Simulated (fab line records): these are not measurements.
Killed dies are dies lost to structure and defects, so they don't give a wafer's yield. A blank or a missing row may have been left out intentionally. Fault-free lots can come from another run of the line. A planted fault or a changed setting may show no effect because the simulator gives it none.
A struck lot beside a sound one ; flow nand harc ; 15 steps out of a route of 1302
Sound: these wafers, L653.1, L653.3, L653.5. Wafers struck: L648.1, L648.4, L648.5. At the end, the cause is stated.
Order at every step that has rows: each side's tool, ch and its chambers, its first start. Under that, the readings that differ: sound wafers ; struck wafers ; difference of the means ; sigmas: that difference in standard deviations of wafers without a fault.
alike: same words and numbers on both sides, and readings whose means sit less than 2 such deviations apart. not compared: any withheld reading, any reading some wafer has no value for, any bound like >300 that may hide the same value, and any number with overlapping values for which the record gives no deviation.
The two part at a step that has a row with sigmas, a row that says differs or no value, or rows on one side only. Numbers that don't overlap but have no deviation are shown without sigmas and don't part them. A reading missing from all wafers of one side parts the sides only when that side holds two or more wafers.

NHARC_A_CHANNEL_HOLE_D2_XSEM_32:
  sound on xsem-01 ch 0, day 20 09:49; struck on xsem-01 ch 0, day 18 04:55
  alike: bot cd nm, bow nm, tilt deg
NHARC_A_CHANNEL_HOLE_D2_INSPECT_40:
  sound on defect inspect-01 at day 20 09:55; struck on defect inspect-02 at day 18 05:01
reading;sound;struck;difference;sigmas
raw defect count;174 245 237;279 404 480;+169;+3
then, 4 steps without rows for these wafers: NHARC_A_CHANNEL_FILL_D2_PRECLEAN_00 (cleans in SC1); NHARC_A_CHANNEL_FILL_D2_SRD_01; NHARC_A_CHANNEL_FILL_D2_ALD_02 (deposits SiO2, target thk 6 nm, pulse time 10 s, ald cycles 60); NHARC_A_CHANNEL_FILL_D2_ALD_03 (deposits SiNx, target thk 6 nm, pulse time 60 s, ald cycles 58).
NHARC_A_CHANNEL_FILL_D2_ALD_14: deposits SiO2, target thk 2.5 nm, pulse time 10 s, ald cycles 25.
  sound on ald hk-04 ch 0,1, day 20 17:07; struck on ald hk-04 ch 0,2,3, day 18 12:15
  alike: heater power w, precursor pulse height rel
  not compared: since wet clean h
NHARC_A_CHANNEL_FILL_D2_ALD_15: deposits SiNx, target thk 2 nm, pulse time 60 s, ald cycles 19.
  sound on ald sin batch-01 ch 0; struck on ald sin batch-03 ch 0
  alike: precursor pulse height rel
NHARC_A_CHANNEL_FILL_D2_ALD_16: deposits SiO2, target thk 1.5 nm, pulse time 10 s, ald cycles 15.
  sound on ald hk-02 ch 2,3, day 20 22:19; struck on ald hk-04 ch 1,3, day 18 17:27
  alike: heater power w, precursor pulse height rel
  not compared: since wet clean h
then, 2 steps without rows for these wafers: NHARC_A_CHANNEL_FILL_D2_ANNEAL_17 (time 1800 s); NHARC_A_CHANNEL_FILL_D2_CVD_18 (deposits poly-Si, target thk 3 nm).
NHARC_A_CHANNEL_FILL_D2_ETCHBACK_19: etches the open film in HBr/Cl2, target depth 5 nm, time 1.7 s.
  sound on rie si-02 ch 0,1,2, day 21 09:48; struck on rie si-01 ch 0,1,2, day 19 02:42
  alike: drypump motor current A, oes product au, rf fwd power W, throttle valve pct
  not compared: rf hours counter h
NHARC_A_CHANNEL_FILL_D2_ETCHBACK_20: etches the open film in C4F8/O2/Ar, target depth 27 nm, time 13.5 s.
  sound on rie diel-09 ch 0,1,3, day 21 09:55; struck on rie diel-10 ch 1,2, day 19 02:51
reading;sound;struck;difference;sigmas
oes product au (a.u.);1.015 0.988 0.985;0.902 0.891 0.891;-0.101;-5
rf fwd power W (W);585 587 586;492 491 488;-96;-31
  alike: rf vpp V
  not compared: rf hours counter h
then, 2 steps without rows for these wafers: NHARC_A_CHANNEL_FILL_D2_STRIP_28 (strips in O2, time 20 s); NHARC_END_SORT_01.

WHERE THEY PART
At NHARC_A_CHANNEL_HOLE_D2_INSPECT_40 first; at NHARC_A_CHANNEL_FILL_D2_ETCHBACK_20 last (within this record only).

WHY: what had been put in by the simulator
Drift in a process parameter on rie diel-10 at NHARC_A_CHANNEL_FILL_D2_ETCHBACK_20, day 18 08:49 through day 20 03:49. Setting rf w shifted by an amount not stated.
